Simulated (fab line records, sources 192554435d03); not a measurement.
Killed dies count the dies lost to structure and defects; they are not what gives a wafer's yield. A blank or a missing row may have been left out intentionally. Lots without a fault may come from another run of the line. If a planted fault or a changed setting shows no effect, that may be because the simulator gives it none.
Which tool was responsible? / flow n5_finfet / Sampling: 11 lots, 33 wafers, 4 of 1938 route steps

== WHAT THE GAUGES READ, wafer by wafer ==
The record lacks any reading of a measuring or inspecting step that a usual standard deviation could be used to judge.

== WHICH TOOL RAN EACH LOT (tool, then ch and the chambers of the sampled wafers, then the start) ==
lot=L188; N5_BEOL_M6_PRE_CLEAN_45=pvd_sputter-03, day 10 07:03; N5_BEOL_M6_SURFACE_TREAT_79=pvd_sputter-03, day 10 07:26; N5_BEOL_M6_DEP_56=pecvd-01 ch 0,1, day 10 09:02; N5_BEOL_M7_ILD_DEP_00=pecvd-01 ch 0,2, day 10 09:11
lot=L191; N5_BEOL_M6_PRE_CLEAN_45=pvd_sputter-02, day 10 16:13; N5_BEOL_M6_SURFACE_TREAT_79=pvd_sputter-03, day 10 16:35; N5_BEOL_M6_DEP_56=pecvd-04 ch 0,1, day 10 17:39; N5_BEOL_M7_ILD_DEP_00=pecvd-01 ch 0,1, day 10 17:47
lot=L190; N5_BEOL_M6_PRE_CLEAN_45=pvd_sputter-02, day 10 23:02; N5_BEOL_M6_SURFACE_TREAT_79=pvd_sputter-02, day 10 23:24; N5_BEOL_M6_DEP_56=pecvd-01 ch 0,2, day 11 00:52; N5_BEOL_M7_ILD_DEP_00=pecvd-01 ch 0,1,2, day 11 00:59
lot=L194; N5_BEOL_M6_PRE_CLEAN_45=pvd_sputter-01, day 11 03:32; N5_BEOL_M6_SURFACE_TREAT_79=pvd_sputter-02, day 11 03:56; N5_BEOL_M6_DEP_56=pecvd-03 ch 0,1,2, day 11 05:14; N5_BEOL_M7_ILD_DEP_00=pecvd-01 ch 0,1,2, day 11 05:22
lot=L193; N5_BEOL_M6_PRE_CLEAN_45=pvd_sputter-03, day 11 03:38; N5_BEOL_M6_SURFACE_TREAT_79=pvd_sputter-01, day 11 04:19; N5_BEOL_M6_DEP_56=pecvd-04 ch 0,2, day 11 07:04; N5_BEOL_M7_ILD_DEP_00=pecvd-02 ch 0,1, day 11 07:12
lot=L195; N5_BEOL_M6_PRE_CLEAN_45=pvd_sputter-03, day 11 16:14; N5_BEOL_M6_SURFACE_TREAT_79=pvd_sputter-02, day 11 16:35; N5_BEOL_M6_DEP_56=pecvd-01 ch 0,1,2, day 11 17:43; N5_BEOL_M7_ILD_DEP_00=pecvd-04 ch 0,1, day 11 17:50
lot=L196; N5_BEOL_M6_PRE_CLEAN_45=pvd_sputter-02, day 11 21:31; N5_BEOL_M6_SURFACE_TREAT_79=pvd_sputter-03, day 11 23:38; N5_BEOL_M6_DEP_56=pecvd-03 ch 0,1, day 12 00:44; N5_BEOL_M7_ILD_DEP_00=pecvd-04 ch 1,2, day 12 00:52
lot=L197; N5_BEOL_M6_PRE_CLEAN_45=pvd_sputter-01, day 12 07:10; N5_BEOL_M6_SURFACE_TREAT_79=pvd_sputter-03, day 12 07:49; N5_BEOL_M6_DEP_56=pecvd-01 ch 1,2, day 12 08:58; N5_BEOL_M7_ILD_DEP_00=pecvd-02 ch 0,1,2, day 12 09:05
lot=L204; N5_BEOL_M6_PRE_CLEAN_45=pvd_sputter-02, day 14 01:32; N5_BEOL_M6_SURFACE_TREAT_79=pvd_sputter-03, day 14 01:53; N5_BEOL_M6_DEP_56=pecvd-03 ch 0,1, day 14 06:11; N5_BEOL_M7_ILD_DEP_00=pecvd-04 ch 0,2, day 14 06:19
lot=L205; N5_BEOL_M6_PRE_CLEAN_45=pvd_sputter-03, day 14 02:29; N5_BEOL_M6_SURFACE_TREAT_79=pvd_sputter-02, day 14 02:52; N5_BEOL_M6_DEP_56=pecvd-03 ch 0,1,2, day 14 06:45; N5_BEOL_M7_ILD_DEP_00=pecvd-04 ch 0,1, day 14 06:53
lot=L208; N5_BEOL_M6_PRE_CLEAN_45=pvd_sputter-03, day 15 17:02; N5_BEOL_M6_SURFACE_TREAT_79=pvd_sputter-03, day 15 17:31; N5_BEOL_M6_DEP_56=pecvd-01 ch 0,1, day 15 18:57; N5_BEOL_M7_ILD_DEP_00=pecvd-02 ch 0,2, day 15 19:05
- N5_BEOL_M6_PRE_CLEAN_45: time 30 s.
- N5_BEOL_M6_SURFACE_TREAT_79
- N5_BEOL_M6_DEP_56: deposits SiCN from 3MS/NH3, target thk 10 nm, time 17.5 s.
- N5_BEOL_M7_ILD_DEP_00: deposits SiCOH lowk from DEMS/porogen, target thk 179.75 nm, time 33.4 s.

== AS READ BY THE TOOLS THEMSELVES (means over the sampled wafers that have a number; for cases with no such wafer, the mark the record gives instead) ==
N5_BEOL_M6_PRE_CLEAN_45. Usual: 344 W for heater_power_w, sd 35.
lot=L188; tool=pvd_sputter-03; heater_power_w (W)=351; flag=
lot=L191; tool=pvd_sputter-02; heater_power_w (W)=354; flag=
lot=L190; tool=pvd_sputter-02; heater_power_w (W)=359; flag=
lot=L194; tool=pvd_sputter-01; heater_power_w (W)=326; flag=
lot=L193; tool=pvd_sputter-03; heater_power_w (W)=313; flag=
lot=L195; tool=pvd_sputter-03; heater_power_w (W)=352; flag=
lot=L196; tool=pvd_sputter-02; heater_power_w (W)=327; flag=
lot=L197; tool=pvd_sputter-01; heater_power_w (W)=327; flag=
lot=L204; tool=pvd_sputter-02; heater_power_w (W)=374; flag=
lot=L205; tool=pvd_sputter-03; heater_power_w (W)=358; flag=
lot=L208; tool=pvd_sputter-03; heater_power_w (W)=341; flag=

N5_BEOL_M6_SURFACE_TREAT_79. Usual: 30.01 sccm for ar_flow_sccm, sd 0.088.
lot=L188; tool=pvd_sputter-03; ar_flow_sccm (sccm)=29.93; flag=
lot=L191; tool=pvd_sputter-03; ar_flow_sccm (sccm)=30.09; flag=
lot=L190; tool=pvd_sputter-02; ar_flow_sccm (sccm)=29.95; flag=
lot=L194; tool=pvd_sputter-02; ar_flow_sccm (sccm)=30.02; flag=
lot=L193; tool=pvd_sputter-01; ar_flow_sccm (sccm)=30.05; flag=
lot=L195; tool=pvd_sputter-02; ar_flow_sccm (sccm)=30.02; flag=
lot=L196; tool=pvd_sputter-03; ar_flow_sccm (sccm)=29.91; flag=
lot=L197; tool=pvd_sputter-03; ar_flow_sccm (sccm)=30.15; flag=
lot=L204; tool=pvd_sputter-03; ar_flow_sccm (sccm)=30.02; flag=
lot=L205; tool=pvd_sputter-02; ar_flow_sccm (sccm)=30.07; flag=
lot=L208; tool=pvd_sputter-03; ar_flow_sccm (sccm)=30.06; flag=

N5_BEOL_M6_DEP_56. Usual: showerhead_plenum_p_Torr 3.668 Torr, standard deviation 0.01; throttle_valve_pct 9.1 %, standard deviation 0.34.
lot=L188; tool=pecvd-01; showerhead_plenum_p_Torr (Torr)=3.678; throttle_valve_pct (%)=9.4; flag=
lot=L191; tool=pecvd-04; showerhead_plenum_p_Torr (Torr)=3.673; throttle_valve_pct (%)=9.1; flag=
lot=L190; tool=pecvd-01; showerhead_plenum_p_Torr (Torr)=3.678; throttle_valve_pct (%)=8.7; flag=
lot=L194; tool=pecvd-03; showerhead_plenum_p_Torr (Torr)=3.661; throttle_valve_pct (%)=9.1; flag=
lot=L193; tool=pecvd-04; showerhead_plenum_p_Torr (Torr)=3.659; throttle_valve_pct (%)=8.8; flag=
lot=L195; tool=pecvd-01; showerhead_plenum_p_Torr (Torr)=3.677; throttle_valve_pct (%)=9.1; flag=
lot=L196; tool=pecvd-03; showerhead_plenum_p_Torr (Torr)=3.668; throttle_valve_pct (%)=9.3; flag=
lot=L197; tool=pecvd-01; showerhead_plenum_p_Torr (Torr)=3.674; throttle_valve_pct (%)=8.5; flag=
lot=L204; tool=pecvd-03; showerhead_plenum_p_Torr (Torr)=3.666; throttle_valve_pct (%)=9.2; flag=
lot=L205; tool=pecvd-03; showerhead_plenum_p_Torr (Torr)=3.664; throttle_valve_pct (%)=9.0; flag=
lot=L208; tool=pecvd-01; showerhead_plenum_p_Torr (Torr)=3.675; throttle_valve_pct (%)=9.2; flag=

N5_BEOL_M7_ILD_DEP_00. Usual: heater_power_w 297 W, standard deviation 55; showerhead_plenum_p_Torr 5.742 Torr, standard deviation 0.017; susceptor_temp_C 299.98 C, standard deviation 0.18; throttle_valve_pct 13.9 %, standard deviation 0.63.
lot=L188; tool=pecvd-01; heater_power_w (W)=340; showerhead_plenum_p_Torr (Torr)=5.763; susceptor_temp_C (C)=299.75; throttle_valve_pct (%)=13.2; flag=
lot=L191; tool=pecvd-01; heater_power_w (W)=383; showerhead_plenum_p_Torr (Torr)=5.754; susceptor_temp_C (C)=300.06; throttle_valve_pct (%)=14.3; flag=
lot=L190; tool=pecvd-01; heater_power_w (W)=365; showerhead_plenum_p_Torr (Torr)=5.746; susceptor_temp_C (C)=300.00; throttle_valve_pct (%)=13.8; flag=
lot=L194; tool=pecvd-01; heater_power_w (W)=356; showerhead_plenum_p_Torr (Torr)=5.752; susceptor_temp_C (C)=300.18; throttle_valve_pct (%)=13.8; flag=
lot=L193; tool=pecvd-02; heater_power_w (W)=313; showerhead_plenum_p_Torr (Torr)=5.718; susceptor_temp_C (C)=300.15; throttle_valve_pct (%)=14.7; flag=
lot=L195; tool=pecvd-04; heater_power_w (W)=238; showerhead_plenum_p_Torr (Torr)=5.743; susceptor_temp_C (C)=299.96; throttle_valve_pct (%)=13.9; flag=
lot=L196; tool=pecvd-04; heater_power_w (W)=258; showerhead_plenum_p_Torr (Torr)=5.759; susceptor_temp_C (C)=299.87; throttle_valve_pct (%)=13.9; flag=
lot=L197; tool=pecvd-02; heater_power_w (W)=287; showerhead_plenum_p_Torr (Torr)=5.722; susceptor_temp_C (C)=299.98; throttle_valve_pct (%)=14.6; flag=
lot=L204; tool=pecvd-04; heater_power_w (W)=272; showerhead_plenum_p_Torr (Torr)=5.729; susceptor_temp_C (C)=301.74; throttle_valve_pct (%)=13.5; flag=OFF
lot=L205; tool=pecvd-04; heater_power_w (W)=258; showerhead_plenum_p_Torr (Torr)=5.757; susceptor_temp_C (C)=301.54; throttle_valve_pct (%)=14.3; flag=OFF
lot=L208; tool=pecvd-02; heater_power_w (W)=294; showerhead_plenum_p_Torr (Torr)=5.720; susceptor_temp_C (C)=300.02; throttle_valve_pct (%)=14.0; flag=

== THE ANSWER, worked out from the rows above alone ==
Rule: a lot is off if the mean of its wafers that have a number lies more than 3 standard deviations from the usual mean. A lot without any number at a reading at which 4 lots or more have one is off too. Any other lot the step has rows for is counted as sound. After the gauges, taken in route order, come the tools' own readings; for these a lot's mean is taken, as printed above. At the first step where some lot is off, the reading lying furthest off is the one used; lots without a number count as furthest.
Off: L204, L205, at N5_BEOL_M7_ILD_DEP_00 (susceptor_temp_C).
If a tool, at that step or one of the process steps before it, ran each lot that is off and ran no sound lot following the first of them, it fits. This does not decide it: 2 tools fit, namely pecvd-03 at N5_BEOL_M6_DEP_56 and pecvd-04 at N5_BEOL_M7_ILD_DEP_00.

== WHAT THE SIMULATOR HAD INSERTED ==
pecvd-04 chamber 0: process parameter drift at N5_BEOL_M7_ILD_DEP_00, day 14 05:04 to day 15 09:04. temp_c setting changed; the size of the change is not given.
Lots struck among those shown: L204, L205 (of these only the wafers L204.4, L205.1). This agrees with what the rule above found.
